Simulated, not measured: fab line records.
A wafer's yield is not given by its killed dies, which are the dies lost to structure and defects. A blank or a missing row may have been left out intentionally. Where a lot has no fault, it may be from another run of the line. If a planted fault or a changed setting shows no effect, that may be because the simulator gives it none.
Problem report in the 8D (eight disciplines) form, filled by code + flow nandHarc + the parts of the form that need people (team, actions taken, sign-off) are left out

== 1. PROBLEM STATEMENT ==
Wafers without a fault read 169.5 nm, standard deviation 1.4; thkNm at NHARC_A_BONDPAD_THK_MEAS_20 reads a mean of 29.1 nm on 6 wafers belonging to 2 lots. So: -99 or more standard deviations from the usual mean.
The step: measures by xrf.
First observed at day 19 10:01: wafer L909.1, on filmMetro-02. Wafers with a number at this step in the record: 36, from 12 lots. Rule for "out" (also "out of limits"): further than 4 standard deviations from the usual mean. Any other wafer with a number is counted as sound.

== 2. WHAT IT IS; WHAT IT IS NOT ==
| question                    | is                         | is not                                                                                             |
|-----------------------------|----------------------------|----------------------------------------------------------------------------------------------------|
| which readings at this step | thkNm                      | -                                                                                                  |
| which lots                  | L908, L909                 | L902, L903, L905, L907, L918, L920, L921, L922, L923, L925                                         |
| which wafers of those lots  | all that have a number     | -                                                                                                  |
| read on which gauges        | filmMetro-01, filmMetro-02 | -                                                                                                  |
| when                        | from day 19 10:01          | up to then (12 sound wafers); but 18 sound wafers of L918, L920, L921, L922, L923, L925 came after |

== 3. THE SUSPECTS, EACH WITH WHAT RULES IT OUT ==
Counting: a tool stays on the suspect list if, at a process step up to the reading, it processed all lots that are out and no sound lot following the first of them.
- the gauge at NHARC_A_BONDPAD_THK_MEAS_20 is ruled out. The wafers that are out were read on 2 gauges (filmMetro-01, filmMetro-02).
- rieDiel-03 at NHARC_A_BONDPAD_ETCH_12 (etches the open film in CHF3/O2, target depth 220 nm, time 110 s): ruled out as a lasting fault. Sound lots L918 ran on it after its first lot that is out, L909 (day 19 08:58). NHARC_A_BONDPAD_ETCH_12: start missing for some lots; hours and lot order therefore follow NHARC_A_BONDPAD_ECD_18.
- ecdCu-01 at NHARC_A_BONDPAD_ECD_18 (material Cu, target thk 400 nm): ruled out as a lasting fault. Sound lots L918, L920, L923, L922, L925 ran on it after its first lot that is out, L909 (day 19 08:58).
Left after counting: nothing in the record.

== 4. THE CAUSE (what the simulator had put in) ==
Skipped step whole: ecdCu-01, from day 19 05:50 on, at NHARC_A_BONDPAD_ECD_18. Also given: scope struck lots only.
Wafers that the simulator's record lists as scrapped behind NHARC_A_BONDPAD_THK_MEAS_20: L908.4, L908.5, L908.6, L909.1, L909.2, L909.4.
Counting ruled it out, wrongly: the rule takes a fault to strike every lot that its tool runs from its start on, and this one did not.

== 5. THE EFFECT CHAIN, in route order ==
Rows list readings where the struck wafers' mean (over those with a number) sits beyond 3 standard deviations from the usual. Scope: only readings with a usual standard deviation given in the record; hours: median across lots of the time from each lot's start at the first step in this table that gives one to its start at this step; sigmas: change in usual standard deviations.
| hours | step                        | reading | usual    | on struck wafers | change | sigmas      |
|-------|-----------------------------|---------|----------|------------------|--------|-------------|
| 0     | NHARC_A_BONDPAD_THK_MEAS_20 | thkNm   | 169.5 nm | 29.1             | -140.4 | -99 or more |
Readings that are blank on the struck wafers while sound wafers have them: bathHeatDutyPct at NHARC_A_BONDPAD_ECD_18; bathTempC at NHARC_A_BONDPAD_ECD_18.

== 6. WHAT WOULD HAVE CAUGHT IT SOONER ==
In this record the first reading out of limits at a measuring or inspecting step was taken at day 19 10:01, 4 hours after the fault began at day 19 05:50.
At NHARC_A_BONDPAD_ECD_18 the tool's readings are blank on the struck wafers, where sound wafers have them: an empty tool record is the first sign, and it was there at once.
